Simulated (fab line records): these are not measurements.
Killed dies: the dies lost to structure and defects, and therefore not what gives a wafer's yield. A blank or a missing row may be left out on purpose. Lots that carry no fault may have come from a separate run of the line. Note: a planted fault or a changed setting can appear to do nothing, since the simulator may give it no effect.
Struck lot and sound lot, side by side || flow nandHarc || 41 steps out of a route of 1159
Sound: the wafers L400.2, L400.3, L400.5. Struck: wafer L399.1 (L399.3, L399.5, from the same lot, were not struck and are left out); the cause is given at the end.
Order at every step that has rows: each side's tool, ch and its chambers, its first start. Under that, the readings that differ: sound wafers || struck wafers || difference of the means || sigmas: that difference in standard deviations of wafers without a fault.
alike: readings with means less than 2 such deviations apart, plus words and numbers identical on both sides. not compared: withheld readings, readings lacking a value on some wafer, bounds such as >300 that could conceal the same value, and numbers that have no deviation in the record and whose values overlap.
A row with sigmas, a row that says differs or no value, or rows on one side alone: a step with any of these is where the two part. When numbers do not overlap yet have no deviation, they are printed without sigmas and do not part them. A reading that every wafer of one side lacks parts them only if that side has two wafers or more.

first, 1 step without rows for these wafers: NHARC_P_STI_DEVELOP_08 (time 50 s).
NHARC_P_STI_CD_MEAS_09: the cd target is 200 nm.
  sound on cdSem-03 ch 0, day 3 09:12; struck on cdSem-03 ch 0, day 3 09:22
  alike: cdNm
NHARC_P_STI_OVL_MEAS_10:
  struck on overlay-01, day 3 09:28; sound on overlay-02, day 3 09:17
{"reading": "overlayXNm (nm)", "sound": "10 10 10", "struck": -6, "difference": -16, "sigmas": -3}
  alike: overlayYNm
NHARC_P_STI_INSPECT_11:
  struck on defectInspect-01, day 3 09:29; sound on defectInspect-01, day 3 09:20
  alike: rawDefectCount
then, 1 step without rows for these wafers: NHARC_P_STI_HARDBAKE_13 (time 65 s).
NHARC_P_STI_DESCUM_14: chemistry O2, time 3 s.
  sound on rieDiel-12 ch 1,2,3, day 3 09:28; struck on rieDiel-03 ch 3, day 3 09:38
  alike: drypumpMotorCurrentA, oesProductAu, rfVppV, showerheadPlenumPTorr, throttleValvePct
  not compared: rfHoursCounterH
NHARC_P_STI_ETCH_42: etches the open film in N2/H2, target depth 80 nm, overetch 24 nm, time 61 s.
  sound on rieDiel-12 ch 0,1,2, day 3 09:33; struck on rieDiel-03 ch 2, day 3 09:43
  alike: drypumpMotorCurrentA, oesProductAu, rfVppV, showerheadPlenumPTorr, throttleValvePct
  not compared: rfHoursCounterH
NHARC_P_STI_ETCH_31: etches the open film in CF4/CHF3, target depth 108.9 nm, time 54.5 s.
  sound: rieDiel-12 ch 1,2,3; struck: rieDiel-03 ch 2
  alike: drypumpMotorCurrentA, oesProductAu, rfVppV, showerheadPlenumPTorr, throttleValvePct
  not compared: rfHoursCounterH
NHARC_P_STI_ETCH_15: etches the open film in HBr/Cl2, target depth 300 nm, time 100.1 s.
  sound on rieSi-05 ch 2,3, day 3 09:45; struck on rieSi-04 ch 3, day 3 09:56
  alike: drypumpMotorCurrentA, oesProductAu, throttleValvePct
  not compared: rfHoursCounterH
NHARC_P_STI_CD_MEAS_16:
  struck on cdSem-03, day 3 10:04; sound on cdSem-01, day 3 09:54
  alike: cdNm
NHARC_P_STI_OCD_MEAS_17:
  struck on ocd-01, day 3 10:10; sound on ocd-02, day 3 09:59
  alike: trenchDepthNm, trenchFootCdNm
then, 1 step without rows for these wafers: NHARC_P_STI_STRIP_19 (strips in SPM, time 900 s).
NHARC_P_STI_PRECLEAN_32: cleans in SC1.
  sound on wetBench-07 ch 0,3,5, day 3 10:05; struck on wetBench-03 ch 2,3,4, day 3 10:17
next, for these wafers, 1 step has no rows: NHARC_P_STI_SRD_23.
NHARC_P_STI_OCD_MEAS_43:
  struck on ocd-01, day 3 10:41; sound on ocd-02, day 3 10:29
  alike: trenchDepthNm, trenchFootCdNm
then, 3 steps without rows for these wafers: NHARC_P_STI_OXIDE_33 (material SiO2, target thk 10 nm, ox time 281 s); NHARC_P_STI_HDPCVD_20 (deposits SiO2); NHARC_P_STI_ANNEAL_34 (time 1800 s).
NHARC_P_STI_CMP_21: polishes, t overpolish 20 s, target thk 380.67 nm.
  sound on cmp-04 ch 0,2, day 4 10:13; struck on cmp-03 ch 0, day 4 10:13
  alike: motorCurrentA, overpolishRunS
then, 19 steps without rows for these wafers: NHARC_P_STI_SRD_35; NHARC_P_STI_ETCH_36 (etches SiO2 in dHF, target depth 38.8 nm); NHARC_P_STI_STRIP_24 (strips Si3N4 in H3PO4); NHARC_P_STI_ETCH_37 (etches SiO2 in dHF, target depth 11 nm); NHARC_P_STI_PRECLEAN_38 (cleans in SC1); NHARC_P_STI_SRD_39; NHARC_P_STI_OXIDE_40 (material SiO2, target thk 10 nm, ox time 1362 s); NHARC_P_GATE_ETCH_69 (etches SiO2 in dHF, target depth 14 nm); NHARC_P_GATE_PRECLEAN_70 (cleans in SC1); NHARC_P_GATE_SRD_01; NHARC_P_GATE_OXIDE_02 (material SiO2, target thk 37.5 nm, ox time 365 s); NHARC_P_GATE_DEHYDRATE_03 (time 120 s); NHARC_P_GATE_HMDS_04 (time 30 s); NHARC_P_GATE_COAT_05; NHARC_P_GATE_SOFTBAKE_06 (time 95 s); NHARC_P_GATE_EBR_07; NHARC_P_GATE_EXPOSE_08 (exposes mask P HV); NHARC_P_GATE_PEB_09 (peb time 85 s); NHARC_P_GATE_DEVELOP_10 (time 70 s).
NHARC_P_GATE_CD_MEAS_11: the cd target is 1640 nm.
  sound on cdSem-02 ch 0, day 5 02:43; struck on cdSem-03 ch 0, day 5 02:33
  alike: cdNm
then, 1 step without rows for these wafers: NHARC_P_GATE_HARDBAKE_12 (time 80 s).
-- jump in the record: it breaks off in module P_GATE and resumes in module END (first step shown: number 1159 of the route), and 16 days separate the struck wafers' starts before and after --
NHARC_END_SORT_01:
  the record has rows for the struck wafers here (prober-02 ch 0, day 21 11:49) and none for the sound ones

WHERE THEY PART
First at NHARC_P_STI_OVL_MEAS_10; last, within this record, at NHARC_END_SORT_01.

WHY: what the simulator had put in
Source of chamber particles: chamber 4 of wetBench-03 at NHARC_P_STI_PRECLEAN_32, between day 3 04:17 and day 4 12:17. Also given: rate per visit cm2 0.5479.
